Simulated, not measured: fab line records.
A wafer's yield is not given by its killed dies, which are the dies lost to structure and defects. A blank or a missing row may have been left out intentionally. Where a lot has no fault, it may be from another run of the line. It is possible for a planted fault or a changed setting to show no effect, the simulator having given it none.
Problem report in the 8D (eight disciplines) form, filled by code + flow n5Finfet + the parts of the form that need people (team, actions taken, sign-off) are left out

1. THE ISSUE
spinSpeedRpm at N5_BEOL_M5_COAT_74 reads a mean of 1610.5 rpm on 9 wafers of 3 lots; wafers without a fault read 1500.1 rpm with a standard deviation of 1. So: +99 or more standard deviations from the usual mean.
The step: time 60 s, resist thk 5 nm.
The first sign was on wafer L342.2 at day 10 22:21, on lithoTrack-03. The record has a number at this step for 36 wafers belonging to 12 lots. Rule for "out", or "out of limits": more than 4 standard deviations from the usual mean. The rest of the wafers with a number are treated as sound.

2. WHAT IT IS, WHAT IT ISN'T
| question                    | is                     | is not                                                                                                  |
|-----------------------------|------------------------|---------------------------------------------------------------------------------------------------------|
| which readings at this step | spinSpeedRpm           | -                                                                                                       |
| which lots                  | L342, L343, L348       | L335, L336, L350, L352, L353, L355, L356, L357, L358                                                    |
| which wafers of those lots  | all that have a number | -                                                                                                       |
| read on which tools         | lithoTrack-03          | lithoTrack-01, lithoTrack-04                                                                            |
| when                        | from day 10 22:21      | up to then (6 sound wafers); but 21 sound wafers of L350, L352, L353, L355, L356, L357, L358 came after |

3. THE SUSPECTS, EACH WITH WHAT RULES IT OUT
Counting: a tool at any process step up to the reading remains a suspect when it ran all the lots that are out and ran no sound lot after the first of those.
- lithoTrack-03 at N5_BEOL_M5_COAT_74 (time 60 s, resist thk 5 nm): ruled out as a lasting fault. The sound lots L357 went through it after L342, its earliest lot that is out (day 10 22:21).
Left after counting: nothing in the record.

4. THE CAUSE (what the simulator had put in)
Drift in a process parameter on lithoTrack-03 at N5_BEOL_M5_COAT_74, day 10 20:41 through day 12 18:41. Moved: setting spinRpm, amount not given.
Counting ruled it out, wrongly.

5. THE EFFECT CHAIN, in route order
Each row: a reading where the mean over the struck wafers with a number is more than 3 standard deviations away from the usual. Only readings for which the record gives a usual standard deviation are gone through. hours: the time from each lot's start at the first step in this table that gives one to its start at this step, as a median over the lots. sigmas: the change in usual standard deviations.
| hours | step               | reading      | usual      | on struck wafers | change | sigmas      |
|-------|--------------------|--------------|------------|------------------|--------|-------------|
| 0     | N5_BEOL_M5_COAT_74 | spinSpeedRpm | 1500.1 rpm | 1610.5           | +110.4 | +99 or more |
Process steps it contains:
- N5_BEOL_M5_COAT_74: time 60 s, resist thk 5 nm.
At these later measuring or inspecting steps, every struck wafer for which the step has a row has a number for every such reading, and none has moved that far: N5_BEOL_M5_OVL_MEAS_29.

6. HOW IT WOULD HAVE BEEN CAUGHT EARLIER
In this record the first reading out of limits was taken at day 10 22:21, 2 hours after the fault began at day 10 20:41.
